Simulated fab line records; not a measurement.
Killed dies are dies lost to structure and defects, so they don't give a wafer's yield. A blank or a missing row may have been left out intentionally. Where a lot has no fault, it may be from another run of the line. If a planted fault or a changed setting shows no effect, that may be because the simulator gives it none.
Comparing a struck lot with a sound one + flow n5_finfet + 38 steps out of a route of 1938
Sound: these wafers, L980.2, L980.5. Struck: wafers L983.2, L983.3, L983.4. Last of all comes the cause.
For every step that has rows: the tool of each side, followed by ch and its chambers, followed by its first start. Under that, the readings that differ: sound wafers + struck wafers + difference of the means + sigmas: that difference in standard deviations of wafers without a fault.
alike: readings with means less than 2 such deviations apart, plus words and numbers identical on both sides. not compared: withheld readings, readings lacking a value on some wafer, bounds such as >300 that could conceal the same value, and numbers that have no deviation in the record and whose values overlap.
A row with sigmas, a row that says differs or no value, or rows on one side alone: a step with any of these is where the two part. Numbers that have no deviation but don't overlap get no sigmas and don't part them. A reading missing from all wafers of one side parts the sides only when that side holds two or more wafers.

first, 9 steps without rows for these wafers: N5_BEOL_M4_ANNEAL_95 (time 240 s); N5_BEOL_M4_SPUTTER_96 (material Cu, target thk 4.5 nm, time 8.29 s); N5_BEOL_M4_ECD_50 (material Cu, target thk 300 nm); N5_BEOL_M4_ANNEAL_51 (time 90 s); N5_BEOL_M4_CMP_52 (polishes, stops on SiOC, t overpolish 6.8 s, target thk 40 nm); N5_BEOL_M4_PRE_CLEAN_60 (time 15 s); N5_BEOL_M4_CO_CAP_55 (material Co, precursor CCTBA/H2, target thk 2 nm, time 102.1 s); N5_BEOL_M4_PRE_CLEAN_56 (time 15 s); N5_BEOL_M4_DEP_57 (deposits SiCN from 3MS/NH3, target thk 8 nm, time 14 s).
N5_BEOL_M4_RC_MEAS_101:
  sound on prober-01 ch 0, day 8 04:23; struck on prober-02 ch 0, day 9 10:53
| reading       | sound     | struck         | difference | sigmas |
|---------------|-----------|----------------|------------|--------|
| DIBL_N (mV/V) | 37.8 33.7 | 39.6 40.0 40.5 | +4.3       | +3     |
  alike: DIBL_P, IOFF_N, IOFF_P, ION_N, ION_P, SS_N, SS_P, VT_N, VT_P
then, 24 steps without rows for these wafers: N5_BEOL_M5_ILD_DEP_00 (deposits SiCOH lowk from DEMS/porogen, target thk 140.64 nm, time 25.9 s); N5_BEOL_M5_CURE_79 (cures SiCOH lowk, time 240 s); N5_BEOL_M5_PECVD_70 (deposits SiO2 from TEOS/O2, target thk 16 nm, time 18 s); N5_BEOL_M5_HM_DEP_02 (deposits TiN, target thk 20 nm); N5_BEOL_M5_COAT_59 (time 60 s, resist thk 60 nm); N5_BEOL_M5_COAT_60 (time 60 s, resist thk 12 nm); N5_BEOL_M5_COAT_71 (time 60 s, resist thk 5 nm); N5_BEOL_M5_COAT_05 (resist thk 30 nm); N5_BEOL_M5_EBR_07; N5_BEOL_M5_SOFTBAKE_06 (time 60 s); N5_BEOL_M5_EXPOSE_08 (exposes mask M5, target cd 28 nm); N5_BEOL_M5_PEB_09 (peb time 60 s); N5_BEOL_M5_DEVELOP_10 (develop time 30 s); N5_BEOL_M5_DESCUM_16 (chemistry O2, time 7 s); N5_BEOL_M5_ETCH_72 (etches underlayer in N2/H2, target depth 6.5 nm, time 5.2 s); N5_BEOL_M5_ETCH_61 (etches SiARC in CF4, target depth 15.6 nm, time 26 s); N5_BEOL_M5_ETCH_62 (etches SOC in N2/H2, target depth 75 nm, overetch 15 nm, time 112.5 s); N5_BEOL_M5_STRIP_63 (strips in N2/H2); N5_BEOL_M5_STRIP_73 (strips in N2/H2); N5_BEOL_M5_STRIP_64 (strips in CF4); N5_BEOL_M5_HM_OPEN_17 (chemistry Cl2/BCl3, target TiN, target depth 20 nm, overetch 6 nm); N5_BEOL_M5_STRIP_19 (strips in O2); N5_BEOL_M5_COAT_65 (time 60 s, resist thk 60 nm); N5_BEOL_M5_COAT_66 (time 60 s, resist thk 12 nm).
-- a jump in the record: the struck wafers' starts before and after are 3 days apart (it breaks off in module BEOL_M5 and resumes in module BEOL_M14, where the first step shown is number 1753 of the route) --
N5_BEOL_M14_TRENCH_ETCH_34: etches SiO2 in C4F8/O2/Ar, target depth 556.65 nm, time 126.9 s.
  sound on rie_diel-02 ch 2,3, day 11 19:37; struck on rie_diel-02 ch 0,1,2, day 12 16:20
  no value came back on the struck wafers for any of 8 readings (C4F8_flow_sccm (sccm), O2_flow_sccm (sccm) and others); on the sound wafers C4F8_flow_sccm (sccm) reads 16.02 15.99
| reading                                     | sound | struck       | difference | sigmas |
|---------------------------------------------|-------|--------------|------------|--------|
| model.SiARC_of_BEOL_M14_COAT_66.thk_nm (nm) | 0 0   | 62.8 64 64.2 | +63.7      |        |
  not compared: rf_hours_counter_h
N5_BEOL_M14_OCD_MEAS_35:
  struck on ocd-02, day 12 16:30; sound on ocd-02, day 11 19:47
| reading              | sound   | struck | difference | sigmas |
|----------------------|---------|--------|------------|--------|
| trench_depth_nm (nm) | 582 557 | 0 0 0  | -570       | -36    |
N5_BEOL_M14_CMP_49: polishes, stops on SiO2, t overpolish 5.2 s, target thk 560 nm.
  sound on cmp-01 ch 2, day 11 23:13; struck on cmp-01 ch 0,1,2, day 12 17:41
| reading                                 | sound       | struck  | difference | sigmas |
|-----------------------------------------|-------------|---------|------------|--------|
| model.Cu_of_BEOL_M14_ECD_47.thk_nm (nm) | 584.6 560.6 | 0.6 0 0 | -572.4     |        |
  alike: barrier_field_endpoint_s, edge_zone_pressure_frac, motor_current_A, overpolish_run_s, time_to_endpoint_s
N5_PASSIVATION_PROBE_49:
  struck on prober-02, day 13 18:17; sound on prober-01, day 12 18:09
| reading                  | sound     | struck         | difference | sigmas      |
|--------------------------|-----------|----------------|------------|-------------|
| defect_limited_yield (%) | 90.8 91.9 | 0 0 0          | -91        | -61         |
| killed_at_M4_up          | 12 13     | 1085 1120 1099 | +1089      | +99 or more |
| killed_at_contacts       | 22 13     | 8 4 1          | -13        | -3          |
| killed_dies              | 109 95    | 1180 1180 1180 | +1078      | +63         |
| killed_on_rim            | 14 13     | 152 152 152    | +138       | +38         |
| sort_bin_5_function (%)  | 5.6 5.4   | 95.8 97.2 97.1 | +91.2      | +99 or more |
| sort_n_pass              | 1071 1085 | 0 0 0          | -1078      | -63         |
| sort_yield_pct (%)       | 90.8 91.9 | 0 0 0          | -91        | -61         |
  alike: killed_at_M0_to_M3, killed_at_front_end, killed_at_other, killed_open, killed_short, sort_bin_6_memory

== WHERE THEY PART ==
At N5_BEOL_M4_RC_MEAS_101 first; at N5_PASSIVATION_PROBE_49 last (within this record only).

WHY: what had been put in by the simulator
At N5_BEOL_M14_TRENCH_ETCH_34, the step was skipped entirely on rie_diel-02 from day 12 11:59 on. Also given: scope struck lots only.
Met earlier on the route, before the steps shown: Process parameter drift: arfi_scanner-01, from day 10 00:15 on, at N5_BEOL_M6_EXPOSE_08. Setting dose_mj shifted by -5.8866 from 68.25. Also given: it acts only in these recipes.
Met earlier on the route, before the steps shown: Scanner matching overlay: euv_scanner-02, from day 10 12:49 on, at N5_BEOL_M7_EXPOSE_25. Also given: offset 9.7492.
